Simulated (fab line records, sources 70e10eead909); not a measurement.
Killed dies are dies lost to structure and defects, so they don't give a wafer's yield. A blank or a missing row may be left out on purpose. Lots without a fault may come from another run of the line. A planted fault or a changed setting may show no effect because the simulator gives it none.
Which tool did it? | flow nand_harc | 13 lots, 39 wafers sampled, at 5 steps of a route of 1302

WHAT THE GAUGES READ, wafer by wafer
NHARC_A_BONDPAD_THK_MEAS_30: measures by ellipsometry.
lot  | measured     | on            | thk_nm (nm)
L911 | day 22 23:49 | film_metro-01 | 200.5 201.9 199.1
L910 | day 23 01:08 | film_metro-01 | 198.3 202.8 199.1
L920 | day 27 04:32 | film_metro-01 | 201.5 200.2 201.7
L923 | day 27 19:44 | film_metro-01 | 199.9 200.1 196.9
L922 | day 27 20:40 | film_metro-01 | 197.2 198.2 198.6
L921 | day 28 02:17 | film_metro-01 | 200.4 200.1 201.7
L927 | day 29 22:10 | film_metro-02 | 200.3 199.6 199.7
L924 | day 30 04:11 | film_metro-02 | 201.3 198.2 200.9
L930 | day 30 20:07 | film_metro-02 | 200.5 200.4 201.3
L928 | day 30 22:03 | film_metro-02 | 199.1 199.6 198.7
L929 | day 32 00:16 | film_metro-02 | 197.2 197.2 199.1
L931 | day 32 07:47 | film_metro-02 | 202.2 196.2 200.7
L933 | day 32 17:39 | film_metro-02 | 200.8 200.3 198.5

NHARC_END_SORT_01.
lot  | measured     | on        | killed_at_array | killed_at_other | killed_at_periphery | killed_dies | killed_open | killed_short
L920 | day 28 12:23 | prober-02 | 136 156 106     | 0 1 0           | 3 2 7               | 139 159 113 | 2 2 2       | 2 1 5
L921 | day 29 11:07 | prober-01 | 162 149 117     | 0 0 0           | 2 3 0               | 164 152 117 | 0 0 1       | 1 3 2

WHICH TOOL RAN EACH LOT (tool, then ch and the chambers of the sampled wafers, then the start)
lot  | NHARC_A_CONTACT_ETCH_124             | NHARC_HYBRID_BOND_ACTIVATE_00      | NHARC_THIN_TSV_PVD_19
L911 | har_cap_etch-03 ch 0,1, day 21 21:17 | rie_diel-08 ch 0,1, day 23 03:06   | pvd_sputter-02, no start
L910 | har_cap_etch-02 ch 0,1, day 22 00:26 | rie_diel-04 ch 1,3, day 23 04:28   | pvd_sputter-01, no start
L920 | har_cap_etch-02 ch 0,1, day 26 01:25 | rie_diel-04 ch 0,1, day 27 07:58   | pvd_sputter-01, day 28 12:23 or earlier
L923 | har_cap_etch-01 ch 0,1, day 26 14:44 | rie_diel-08 ch 0,1,3, day 27 23:06 | pvd_sputter-03, no start
L922 | har_cap_etch-03 ch 0,1, day 26 18:05 | rie_diel-08 ch 2,3, day 28 00:02   | pvd_sputter-02, no start
L921 | har_cap_etch-02 ch 0,1, day 27 01:18 | rie_diel-08 ch 0,1,2, day 28 05:56 | pvd_sputter-03, day 29 11:07 or earlier
L927 | har_cap_etch-01 ch 0,1, day 28 18:17 | rie_diel-08 ch 0,2,3, day 30 01:28 | pvd_sputter-01, no start
L924 | har_cap_etch-03 ch 1, day 28 22:56   | rie_diel-05 ch 1,3, day 30 07:43   | pvd_sputter-02, no start
L930 | har_cap_etch-01 ch 0,1, day 29 19:04 | rie_diel-08 ch 0,1, day 30 23:31   | pvd_sputter-03, no start
L928 | har_cap_etch-02 ch 0,1, day 29 19:47 | rie_diel-08 ch 0,1,3, day 31 01:26 | pvd_sputter-01, no start
L929 | har_cap_etch-02 ch 0,1, day 30 19:24 | rie_diel-08 ch 1,2, day 32 03:39   | pvd_sputter-03, no start
L931 | har_cap_etch-02 ch 0,1, day 31 05:30 | rie_diel-05 ch 0,1, day 32 11:09   | pvd_sputter-02, no start
L933 | har_cap_etch-02 ch 0,1, day 31 12:01 | rie_diel-08 ch 1,3, day 32 21:25   | pvd_sputter-01, no start
- NHARC_A_CONTACT_ETCH_124: etches the open film in C4F8/O2/Ar, time 140 s, target depth 700 nm.
- NHARC_HYBRID_BOND_ACTIVATE_00: chemistry N2, time 60 s.
- NHARC_THIN_TSV_PVD_19: deposits TaN, target thk 20 nm.

WHAT THE TOOLS THEMSELVES READ (means of the sampled wafers that have a number; where no wafer has one, the mark that the record gives instead)
NHARC_HYBRID_BOND_ACTIVATE_00.
lot  | tool        | drypump_motor_current_A (A) | oes_product_au (a.u.) | rf_vpp_V (V) | showerhead_plenum_p_Torr (Torr)
L911 | rie_diel-08 | 6.0                         | 0.999                 | 64.0         | 1.67
L910 | rie_diel-04 | 5.6                         | 0.992                 | 64.0         | 1.68
L920 | rie_diel-04 | 6.3                         | 1.010                 | 63.6         | 1.77
L923 | rie_diel-08 | 6.0                         | 0.995                 | 63.4         | 1.74
L922 | rie_diel-08 | 5.8                         | 0.996                 | 64.7         | 1.79
L921 | rie_diel-08 | 5.7                         | 1.001                 | 63.9         | 1.69
L927 | rie_diel-08 | 5.8                         | 1.001                 | 64.9         | 1.76
L924 | rie_diel-05 | 5.6                         | 1.005                 | 63.6         | 1.65
L930 | rie_diel-08 | 6.0                         | 1.007                 | 63.9         | 1.67
L928 | rie_diel-08 | 6.0                         | 1.005                 | 64.2         | 1.74
L929 | rie_diel-08 | 6.0                         | 1.000                 | 63.5         | 1.71
L931 | rie_diel-05 | 5.8                         | 1.003                 | 63.5         | 1.65
L933 | rie_diel-08 | 6.2                         | 0.991                 | 64.7         | 1.76

NHARC_THIN_TSV_PVD_19.
lot  | tool           | throttle_valve_pct (%)
L911 | pvd_sputter-02 | 30.3
L910 | pvd_sputter-01 | 30.2
L920 | pvd_sputter-01 | 31.0
L923 | pvd_sputter-03 | 30.5
L922 | pvd_sputter-02 | 29.8
L921 | pvd_sputter-03 | 31.0
L927 | pvd_sputter-01 | 30.9
L924 | pvd_sputter-02 | 30.0
L930 | pvd_sputter-03 | 30.7
L928 | pvd_sputter-01 | 30.7
L929 | pvd_sputter-03 | 31.2
L931 | pvd_sputter-02 | 30.0
L933 | pvd_sputter-01 | 30.2

THE ANSWER, worked out from the rows above alone
Rule: what is usual is taken from the lots themselves. Put in order of their means at a reading, lots are off if they are a third of the lots or fewer, leave a main group of 4 or more, and stand apart from it by a gap of 3 or more times the standard deviation of the main group's means; of several such gaps the widest counts. A main group whose means are all the same, to the digits that the tables above print for the reading, isn't used. A lot without any number at a reading at which 4 lots or more have one is off too. The other lots that the step has rows for count as sound. The gauges are gone through in route order, then the tools' own readings, and for those a lot's mean is taken as printed above. The first step at which some lot is off is used, and at that step the reading that is off furthest; a lot without a number counts as furthest.
No lot is off at any reading shown: from this, nothing can be told.

WHAT THE SIMULATOR HAD PUT IN
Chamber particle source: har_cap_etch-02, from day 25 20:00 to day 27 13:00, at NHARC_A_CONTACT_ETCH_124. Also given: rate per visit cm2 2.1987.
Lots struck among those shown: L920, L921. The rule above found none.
